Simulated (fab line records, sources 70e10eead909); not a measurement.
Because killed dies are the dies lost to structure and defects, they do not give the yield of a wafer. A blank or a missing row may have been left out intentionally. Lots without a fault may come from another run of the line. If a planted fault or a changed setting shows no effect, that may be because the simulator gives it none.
Which tool did it?	flow nand_harc	24 lots with 72 wafers sampled at 6 steps, on a route of 1302 steps

== WHAT EACH GAUGE READ, for each wafer ==
Not one reading of a measure or inspect step in the record can be checked against a usual standard deviation.

== EACH LOT AND THE TOOL THAT RAN IT (in order: tool; ch and the chambers of the sampled wafers; start) ==
lot	NHARC_A_STAIRCASE_STRIP_254	NHARC_A_STAIRCASE_ETCH_273	NHARC_A_STAIRCASE_ETCH_292	NHARC_A_STAIRCASE_HM_DEP_462	NHARC_A_STAIRCASE_DEP_151	NHARC_A_STAIRCASE_DEP_322
L075	plasma_asher-02 ch 0,1, day 16 07:35	rie_diel-06 ch 0,1, day 16 18:24 or earlier	rie_diel-06 ch 1,2,3, day 16 18:24	acl_dep-02 ch 0, day 17 01:24	pecvd-01 ch 1,2, day 17 19:09	pecvd-03 ch 0,1,2, day 18 02:59
L074	plasma_asher-01 ch 0, day 16 15:41	rie_diel-09 ch 0,1,3, day 17 06:08 or earlier	rie_diel-13 ch 2,3, day 17 06:08	acl_dep-03 ch 0, day 17 08:18	pecvd-01 ch 0,2, day 18 07:41	pecvd-02 ch 0,1,2, day 18 15:28
L076	plasma_asher-01 ch 0,1, day 17 03:01	rie_diel-09 ch 0,3, day 17 13:02 or earlier	rie_diel-13 ch 1,2, day 17 13:02	acl_dep-01 ch 0, day 17 16:59	pecvd-01 ch 0,1, day 18 13:10	pecvd-02 ch 0,1,2, day 18 22:47
L077	plasma_asher-02 ch 0,1, day 17 10:37	rie_diel-13 ch 0,2,3, day 17 21:35 or earlier	rie_diel-06 ch 1,2, day 17 21:35	acl_dep-03 ch 0, day 18 00:08	pecvd-02 ch 0,1, day 18 17:41	pecvd-01 ch 0,1, day 18 22:49
L079	plasma_asher-01 ch 0,1, day 18 01:02	rie_diel-06 ch 0,2, day 18 11:41 or earlier	rie_diel-09 ch 0,1,3, day 18 11:41	acl_dep-01 ch 0, day 18 14:54	pecvd-02 ch 0,2, day 19 08:49	pecvd-01 ch 0,1, day 19 16:02
L078	plasma_asher-02 ch 0,1, day 18 05:53	rie_diel-06 ch 2,3, day 18 17:28 or earlier	rie_diel-13 ch 0,2,3, day 18 17:28	acl_dep-01 ch 0, day 18 19:59	pecvd-03 ch 0,2, day 19 16:16	pecvd-02 ch 0,1,2, day 20 02:19
L081	plasma_asher-01 ch 0,1, day 19 06:13	rie_diel-09 ch 1,2,3, day 19 15:41 or earlier	rie_diel-06 ch 0,1,2, day 19 15:41	acl_dep-03 ch 0, day 19 21:31	pecvd-03 ch 1,2, day 20 12:52	pecvd-01 ch 0,1, day 20 21:01
L080	plasma_asher-01 ch 0,1, day 19 06:45	rie_diel-13 ch 0,1,3, day 19 16:34 or earlier	rie_diel-09 ch 0,1,2, day 19 16:34	acl_dep-02 ch 0, day 19 19:13	pecvd-02 ch 0,1,2, day 20 13:01	pecvd-02 ch 0,1,2, day 20 21:01
L082	plasma_asher-02 ch 0,1, day 19 20:23	rie_diel-13 ch 0,3, day 20 08:16 or earlier	rie_diel-06 ch 1,2, day 20 08:16	acl_dep-02 ch 0, day 20 13:55	pecvd-01 ch 0,1, day 21 06:59	pecvd-02 ch 0,1, day 21 14:43
L083	plasma_asher-02 ch 0,1, day 20 04:43	rie_diel-09 ch 1,2,3, day 20 18:36 or earlier	rie_diel-06 ch 0,1,2, day 20 18:36	acl_dep-02 ch 0, day 20 20:50	pecvd-01 ch 0,1, day 21 15:56	pecvd-03 ch 1,2, day 22 00:54
L084	plasma_asher-01 ch 0,1, day 20 14:37	rie_diel-09 ch 0,2,3, day 21 01:58 or earlier	rie_diel-13 ch 0,2, day 21 01:58	acl_dep-01 ch 0, day 21 06:29	pecvd-02 ch 0,2, day 22 00:26	pecvd-02 ch 0,2, day 22 08:22
L085	plasma_asher-01 ch 0,1, day 20 20:19	rie_diel-06 ch 0,1,2, day 21 08:17 or earlier	rie_diel-09 ch 0,2,3, day 21 08:17	acl_dep-02 ch 0, day 21 11:35	pecvd-03 ch 0,1,2, day 22 08:01	pecvd-01 ch 0,1,2, day 22 15:08
L086	plasma_asher-02 ch 0,1, day 21 01:48	rie_diel-13 ch 0,1,2, day 21 12:40 or earlier	rie_diel-09 ch 0,2,3, day 21 12:40	acl_dep-02 ch 0, day 21 15:40	pecvd-01 ch 0,1, day 22 08:01	pecvd-02 ch 0,1,2, day 22 15:13
L089	plasma_asher-02 ch 0,1, day 22 03:01	rie_diel-06 ch 1,2,3, day 22 13:16 or earlier	rie_diel-09 ch 0,1,2, day 22 13:16	acl_dep-03 ch 0, day 22 17:29	pecvd-03 ch 0,2, day 23 11:26	pecvd-02 ch 0,2, day 23 19:55
L088	plasma_asher-01 ch 0,1, day 22 03:50	rie_diel-13 ch 0,1,3, day 22 14:04 or earlier	rie_diel-06 ch 1,2,3, day 22 14:04	acl_dep-01 ch 0, day 22 17:54	pecvd-02 ch 0,2, day 23 11:32	pecvd-01 ch 1,2, day 23 19:55
L087	plasma_asher-02 ch 0,1, day 22 16:14	rie_diel-06 ch 2,3, day 23 04:32 or earlier	rie_diel-09 ch 0,1,3, day 23 04:32	acl_dep-01 ch 0, day 23 07:14	pecvd-02 ch 1,2, day 24 01:58	pecvd-02 ch 0,1,2, day 24 09:19
L090	plasma_asher-02 ch 0,1, day 22 23:31	rie_diel-13 ch 2,3, day 23 09:02 or earlier	rie_diel-13 ch 2,3, day 23 09:02	acl_dep-01 ch 0, day 23 11:32	pecvd-02 ch 1,2, day 24 06:20	pecvd-02 ch 0,1,2, day 24 15:22
L091	plasma_asher-02 ch 0,1, day 23 13:33	rie_diel-13 ch 1,2, day 23 23:08 or earlier	rie_diel-13 ch 2,3, day 23 23:08	acl_dep-02 ch 0, day 24 05:19	pecvd-03 ch 0,2, day 24 23:51	pecvd-01 ch 0,1,2, day 25 12:11
L092	plasma_asher-01 ch 0,1, day 23 22:51	rie_diel-06 ch 0,1,2, day 24 13:45 or earlier	rie_diel-09 ch 0,1,3, day 24 13:45	acl_dep-01 ch 0, day 24 18:16	pecvd-03 ch 0,1,2, day 25 11:59	pecvd-01 ch 0,2, day 25 22:45
L094	plasma_asher-02 ch 0, day 24 17:45	rie_diel-13 ch 1,2,3, day 25 03:37 or earlier	rie_diel-13 ch 0,3, day 25 03:37	acl_dep-01 ch 0, day 25 06:05	pecvd-03 ch 0,2, day 25 23:44	pecvd-01 ch 0,1, day 26 09:44
L093	plasma_asher-02 ch 0,1, day 24 21:15	rie_diel-06 ch 0,1, day 25 06:51 or earlier	rie_diel-06 ch 0,1,2, day 25 06:51	acl_dep-03 ch 0, day 25 10:40	pecvd-03 ch 0,1,2, day 26 04:32	pecvd-02 ch 0,2, day 26 09:44
L095	plasma_asher-01 ch 0,1, day 24 23:04	rie_diel-09 ch 1,2, day 25 10:34 or earlier	rie_diel-13 ch 0,1, day 25 10:34	acl_dep-03 ch 0, day 25 14:22	pecvd-03 ch 0,1, day 26 09:05	pecvd-01 ch 0,2, day 26 17:40
L097	plasma_asher-02 ch 0,1, day 25 12:19	rie_diel-13 ch 0,1,2, day 26 00:12 or earlier	rie_diel-06 ch 1,2,3, day 26 00:12	acl_dep-01 ch 0, day 26 02:21	pecvd-02 ch 0,1,2, day 26 21:35	pecvd-02 ch 0,1,2, day 27 05:36
L096	plasma_asher-01 ch 0,1, day 25 14:16	rie_diel-09 ch 0,1, day 26 01:56 or earlier	rie_diel-06 ch 0,1,3, day 26 01:56	acl_dep-03 ch 0, day 26 04:46	pecvd-01 ch 1,2, day 26 21:35	pecvd-03 ch 0,2, day 27 05:42
- NHARC_A_STAIRCASE_STRIP_254: strips in O2.
- NHARC_A_STAIRCASE_ETCH_273: etches the open film in C4F8/O2/Ar, target depth 10200 nm, time 2468.6 s.
- NHARC_A_STAIRCASE_ETCH_292: etches the open film in CF4/CHF3.
- NHARC_A_STAIRCASE_HM_DEP_462: deposits aC, target thk 800 nm.
- NHARC_A_STAIRCASE_DEP_151: deposits SiO2, target thk 7200 nm.
- NHARC_A_STAIRCASE_DEP_322: deposits SiO2, target thk 7200 nm.

== WHAT THE TOOLS THEMSELVES READ (means of the sampled wafers that have a number; where no wafer has one, the mark that the record gives instead) ==
NHARC_A_STAIRCASE_STRIP_254. Usual: drypump_motor_current_A 5.5 A, standard deviation 0.45; heater_power_w 360 W, standard deviation 21.
lot	tool	drypump_motor_current_A (A)	heater_power_w (W)	flag
L075	plasma_asher-02	5.9	342	
L074	plasma_asher-01	5.2	374	
L076	plasma_asher-01	4.9	360	
L077	plasma_asher-02	5.9	341	
L079	plasma_asher-01	5.1	365	
L078	plasma_asher-02	5.9	349	
L081	plasma_asher-01	4.9	359	
L080	plasma_asher-01	5.1	366	
L082	plasma_asher-02	5.9	374	
L083	plasma_asher-02	5.9	351	
L084	plasma_asher-01	5.1	372	
L085	plasma_asher-01	5.1	363	
L086	plasma_asher-02	5.9	365	
L089	plasma_asher-02	5.9	368	
L088	plasma_asher-01	4.9	363	
L087	plasma_asher-02	5.9	376	
L090	plasma_asher-02	5.9	349	
L091	plasma_asher-02	5.9	353	
L092	plasma_asher-01	4.9	356	
L094	plasma_asher-02	5.8	389	
L093	plasma_asher-02	5.9	375	
L095	plasma_asher-01	5.1	358	
L097	plasma_asher-02	5.8	373	
L096	plasma_asher-01	5.1	353	

NHARC_A_STAIRCASE_ETCH_273. Usual: chamber_pressure_mTorr 25.000 mTorr, standard deviation 0.022; oes_product_au 0.938 a.u., standard deviation 0.015; rf_vpp_V 1829 V, standard deviation 12.
lot	tool	chamber_pressure_mTorr (mTorr)	oes_product_au (a.u.)	rf_vpp_V (V)	flag
L075	rie_diel-06	24.983	0.938	1837	
L074	rie_diel-09	24.992	0.917	1831	
L076	rie_diel-09	24.994	0.933	1830	
L077	rie_diel-13	24.982	0.937	1840	
L079	rie_diel-06	25.008	0.938	1819	
L078	rie_diel-06	25.014	0.920	1817	
L081	rie_diel-09	25.012	0.936	1818	
L080	rie_diel-13	24.993	0.929	1839	
L082	rie_diel-13	25.003	0.937	1838	
L083	rie_diel-09	25.013	0.945	1818	
L084	rie_diel-09	24.993	0.937	1823	
L085	rie_diel-06	24.998	0.939	1827	
L086	rie_diel-13	24.997	0.939	1835	
L089	rie_diel-06	24.981	0.948	1824	
L088	rie_diel-13	25.018	0.956	1838	
L087	rie_diel-06	24.999	0.915	1811	
L090	rie_diel-13	25.008	0.946	1838	
L091	rie_diel-13	25.001	0.949	1834	
L092	rie_diel-06	25.008	0.949	1827	
L094	rie_diel-13	25.015	0.935	1837	
L093	rie_diel-06	25.030	0.941	1834	
L095	rie_diel-09	25.007	0.944	1830	
L097	rie_diel-13	24.983	0.942	1833	
L096	rie_diel-09	25.000	0.943	1828	

NHARC_A_STAIRCASE_ETCH_292. Usual: value, then standard deviation, for each; cf4_flow_sccm 99.98 sccm / 0.26; chamber_pressure_mTorr 25.001 mTorr / 0.023; drypump_motor_current_A 5.6 A / 0.46; oes_product_au 0.934 a.u. / 0.022; rf_vpp_V 371.1 V / 2.8; showerhead_plenum_p_Torr 1.59 Torr / 0.077; throttle_valve_pct 16.803 % / 0.0083.
lot	tool	cf4_flow_sccm (sccm)	chamber_pressure_mTorr (mTorr)	drypump_motor_current_A (A)	oes_product_au (a.u.)	rf_vpp_V (V)	showerhead_plenum_p_Torr (Torr)	throttle_valve_pct (%)	flag
L075	rie_diel-06	99.87	25.008	5.2	0.926	370.0	1.57	16.798	
L074	rie_diel-13	99.96	24.997	5.7	0.924	373.9	1.68	16.811	
L076	rie_diel-13	99.96	25.008	5.7	0.972	372.9	1.63	16.796	
L077	rie_diel-06	100.20	24.973	5.5	0.947	373.1	1.64	16.801	
L079	rie_diel-09	99.93	25.006	5.7	0.917	371.3	1.60	16.801	
L078	rie_diel-13	99.98	24.995	5.8	0.967	372.4	1.65	16.791	
L081	rie_diel-06	99.62	24.994	5.6	0.930	370.8	1.58	16.805	
L080	rie_diel-09	99.93	25.014	5.6	0.961	370.6	1.57	16.804	
L082	rie_diel-06	100.19	24.987	5.5	0.934	370.8	1.58	16.798	
L083	rie_diel-06	100.01	24.986	5.6	0.931	369.8	1.58	16.814	
L084	rie_diel-13	99.98	25.000	5.6	0.926	372.7	1.62	16.810	
L085	rie_diel-09	99.77	24.990	5.3	0.923	368.6	1.56	16.809	
L086	rie_diel-09	100.21	25.005	5.3	0.924	370.7	1.55	16.806	
L089	rie_diel-09	99.87	25.016	5.6	0.956	373.1	1.64	16.805	
L088	rie_diel-06	100.05	25.010	5.2	0.931	370.3	1.56	16.806	
L087	rie_diel-09	99.97	24.995	5.7	0.915	371.3	1.59	16.802	
L090	rie_diel-13	99.97	25.016	5.7	0.915	373.6	1.66	16.800	
L091	rie_diel-13	99.99	25.030	5.7	0.919	373.8	1.66	16.806	
L092	rie_diel-09	99.99	25.019	5.7	0.922	370.8	1.59	16.798	
L094	rie_diel-13	99.99	24.988	5.9	0.941	373.7	1.66	16.793	
L093	rie_diel-06	100.07	25.000	5.7	0.929	370.3	1.57	16.805	
L095	rie_diel-13	100.22	25.012	6.1	0.991	372.6	1.61	16.804	
L097	rie_diel-06	100.01	25.000	5.3	0.920	369.5	1.55	16.802	
L096	rie_diel-06	100.01	25.006	5.4	0.920	369.9	1.55	16.807	

NHARC_A_STAIRCASE_HM_DEP_462. Usual: throttle_valve_pct at 34.999 %, with a standard deviation of 0.0088.
lot	tool	throttle_valve_pct (%)	flag
L075	acl_dep-02	34.995	
L074	acl_dep-03	35.006	
L076	acl_dep-01	34.999	
L077	acl_dep-03	35.000	
L079	acl_dep-01	35.000	
L078	acl_dep-01	34.999	
L081	acl_dep-03	34.997	
L080	acl_dep-02	34.995	
L082	acl_dep-02	34.989	
L083	acl_dep-02	34.996	
L084	acl_dep-01	34.998	
L085	acl_dep-02	35.001	
L086	acl_dep-02	35.002	
L089	acl_dep-03	35.010	
L088	acl_dep-01	35.003	
L087	acl_dep-01	35.004	
L090	acl_dep-01	34.999	
L091	acl_dep-02	35.001	
L092	acl_dep-01	34.994	
L094	acl_dep-01	35.001	
L093	acl_dep-03	35.000	
L095	acl_dep-03	35.000	
L097	acl_dep-01	34.999	
L096	acl_dep-03	34.996	

NHARC_A_STAIRCASE_DEP_151. Usual: heater_power_outer_w 367 W, standard deviation 63; heater_power_w 641 W, standard deviation 81.
lot	tool	heater_power_outer_w (W)	heater_power_w (W)	flag
L075	pecvd-01	354	608	
L074	pecvd-01	390	658	
L076	pecvd-01	382	660	
L077	pecvd-02	408	676	
L079	pecvd-02	344	598	
L078	pecvd-03	378	705	
L081	pecvd-03	408	709	
L080	pecvd-02	331	572	
L082	pecvd-01	352	612	
L083	pecvd-01	390	670	
L084	pecvd-02	315	566	
L085	pecvd-03	348	643	
L086	pecvd-01	390	675	
L089	pecvd-03	368	702	
L088	pecvd-02	356	621	
L087	pecvd-02	351	577	
L090	pecvd-02	310	547	
L091	pecvd-03	361	668	
L092	pecvd-03	331	621	
L094	pecvd-03	336	662	
L093	pecvd-03	361	657	
L095	pecvd-03	357	661	
L097	pecvd-02	377	624	
L096	pecvd-01	381	647	

NHARC_A_STAIRCASE_DEP_322. Usual: heater_power_outer_w 368 W, standard deviation 61; heater_power_w 629 W, standard deviation 82.
lot	tool	heater_power_outer_w (W)	heater_power_w (W)	flag
L075	pecvd-03	406	710	
L074	pecvd-02	341	584	
L076	pecvd-02	361	615	
L077	pecvd-01	399	684	
L079	pecvd-01	414	703	
L078	pecvd-02	353	605	
L081	pecvd-01	401	675	
L080	pecvd-02	388	643	
L082	pecvd-02	393	652	
L083	pecvd-03	407	699	
L084	pecvd-02	333	578	
L085	pecvd-01	422	714	
L086	pecvd-02	362	602	
L089	pecvd-02	337	597	
L088	pecvd-01	369	643	
L087	pecvd-02	369	620	
L090	pecvd-02	363	608	
L091	pecvd-01	353	620	
L092	pecvd-01	356	620	
L094	pecvd-01	376	648	
L093	pecvd-02	336	586	
L095	pecvd-01	394	656	
L097	pecvd-02	347	585	
L096	pecvd-03	303	594	

== THE ANSWER, worked out from the rows above alone ==
Rule: a lot is off if the mean of its wafers that have a number lies more than 3 standard deviations from the usual mean. A lot without any number at a reading at which 4 lots or more have one is off too. Where the step has rows for the other lots, those lots are counted as sound. Order of review: gauges by route order, followed by the tools' own readings, for which a lot's mean as printed above is used. At the first step where some lot is off, the reading lying furthest off is the one used; lots without a number count as furthest.
No lot is off on any of the readings shown, so nothing can be concluded from this.

== WHAT THE SIMULATOR HAD PUT IN ==
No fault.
